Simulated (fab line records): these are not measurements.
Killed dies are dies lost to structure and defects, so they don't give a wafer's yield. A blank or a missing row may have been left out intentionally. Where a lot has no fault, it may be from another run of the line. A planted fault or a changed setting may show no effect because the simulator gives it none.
Chamber matching / flow nand-harc / NHARC_A_CHANNEL_FILL_D1_ALD_16 on ald-hk-02 has 4 sister chambers
The step deposits SiO2, target thk 1.5 nm, pulse time 10 s, ald cycles 15. 22 wafers are shown with their chamber, then 11 later ones without.

WAFERS, EACH WITH ITS CHAMBER
wafer=L074.1; chamber=1; heater-power-w (W)=436; precursor-pulse-height-rel=0.994
wafer=L074.2; chamber=2; heater-power-w (W)=492; precursor-pulse-height-rel=0.967
wafer=L074.6; chamber=1; heater-power-w (W)=428; precursor-pulse-height-rel=1.056
wafer=L075.2; chamber=2; heater-power-w (W)=479; precursor-pulse-height-rel=1.017
wafer=L075.4; chamber=1; heater-power-w (W)=417; precursor-pulse-height-rel=1.026
wafer=L075.5; chamber=0; heater-power-w (W)=524; precursor-pulse-height-rel=1.005
wafer=L078.1; chamber=3; heater-power-w (W)=429; precursor-pulse-height-rel=0.994
wafer=L078.2; chamber=2; heater-power-w (W)=507; precursor-pulse-height-rel=1.001
wafer=L078.4; chamber=0; heater-power-w (W)=532; precursor-pulse-height-rel=1.005
wafer=L079.1; chamber=2; heater-power-w (W)=501; precursor-pulse-height-rel=0.989
wafer=L079.3; chamber=1; heater-power-w (W)=431; precursor-pulse-height-rel=0.968
wafer=L079.6; chamber=2; heater-power-w (W)=487; precursor-pulse-height-rel=0.983
wafer=L084.1; chamber=1; heater-power-w (W)=434; precursor-pulse-height-rel=1.004
wafer=L084.2; chamber=2; heater-power-w (W)=503; precursor-pulse-height-rel=0.992
wafer=L084.6; chamber=1; heater-power-w (W)=435; precursor-pulse-height-rel=0.986
wafer=L085.1; chamber=1; heater-power-w (W)=437; precursor-pulse-height-rel=1.005
wafer=L085.5; chamber=1; heater-power-w (W)=425; precursor-pulse-height-rel=0.966
wafer=L085.6; chamber=2; heater-power-w (W)=497; precursor-pulse-height-rel=1.016
wafer=L087.2; chamber=3; heater-power-w (W)=427; precursor-pulse-height-rel=0.984
wafer=L087.3; chamber=1; heater-power-w (W)=434; precursor-pulse-height-rel=1.010
wafer=L087.4; chamber=0; heater-power-w (W)=510; precursor-pulse-height-rel=0.983
wafer=L094.1; chamber=2; heater-power-w (W)=497; precursor-pulse-height-rel=1.041

SIGNATURES (means of the wafers above)
reading=heater-power-w; chamber 0=522.00; chamber 1=430.78; chamber 2=495.38; chamber 3=428.00; scatter within a chamber=8.05
reading=precursor-pulse-height-rel; chamber 0=0.99767; chamber 1=1.00167; chamber 2=1.00075; chamber 3=0.98900; scatter within a chamber=0.0242
Rule: distance of a wafer from a chamber = root of the sum over the readings of ((wafer's reading minus chamber's mean) / reading's scatter) squared. The wafer belongs to the nearest chamber; if the next one is less than 2 further off, it can't be placed. The scatter: the root of (the sum of the squares of (reading less its chamber's mean) over the shown wafers, divided by (wafers less chambers)).

WAFERS MISSING THEIR CHAMBER
wafer=L094.3; heater-power-w (W)=454; precursor-pulse-height-rel=0.962
wafer=L094.5; heater-power-w (W)=497; precursor-pulse-height-rel=1.000
wafer=L095.1; heater-power-w (W)=452; precursor-pulse-height-rel=1.036
wafer=L095.4; heater-power-w (W)=426; precursor-pulse-height-rel=0.993
wafer=L095.6; heater-power-w (W)=427; precursor-pulse-height-rel=0.969
wafer=L096.1; heater-power-w (W)=441; precursor-pulse-height-rel=1.026
wafer=L096.5; heater-power-w (W)=481; precursor-pulse-height-rel=0.987
wafer=L096.6; heater-power-w (W)=430; precursor-pulse-height-rel=0.970
wafer=L097.2; heater-power-w (W)=495; precursor-pulse-height-rel=1.026
wafer=L097.4; heater-power-w (W)=446; precursor-pulse-height-rel=1.005
wafer=L097.5; heater-power-w (W)=450; precursor-pulse-height-rel=1.008

WHICH CHAMBER EACH WENT THROUGH
wafer=L094.3; from the rows above=can't be placed: 1 or 3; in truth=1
wafer=L094.5; from the rows above=2; in truth=2
wafer=L095.1; from the rows above=can't be placed: 1 or 3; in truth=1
wafer=L095.4; from the rows above=can't be placed: 3 or 1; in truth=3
wafer=L095.6; from the rows above=can't be placed: 3 or 1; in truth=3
wafer=L096.1; from the rows above=can't be placed: 1 or 3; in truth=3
wafer=L096.5; from the rows above=2; in truth=2
wafer=L096.6; from the rows above=can't be placed: 3 or 1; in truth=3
wafer=L097.2; from the rows above=2; in truth=2
wafer=L097.4; from the rows above=can't be placed: 1 or 3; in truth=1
wafer=L097.5; from the rows above=can't be placed: 1 or 3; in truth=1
Placed correctly: 3 of 11. Unplaceable from these rows: 8, with the true chamber sitting among the candidates in 8. 0 placed wrongly.
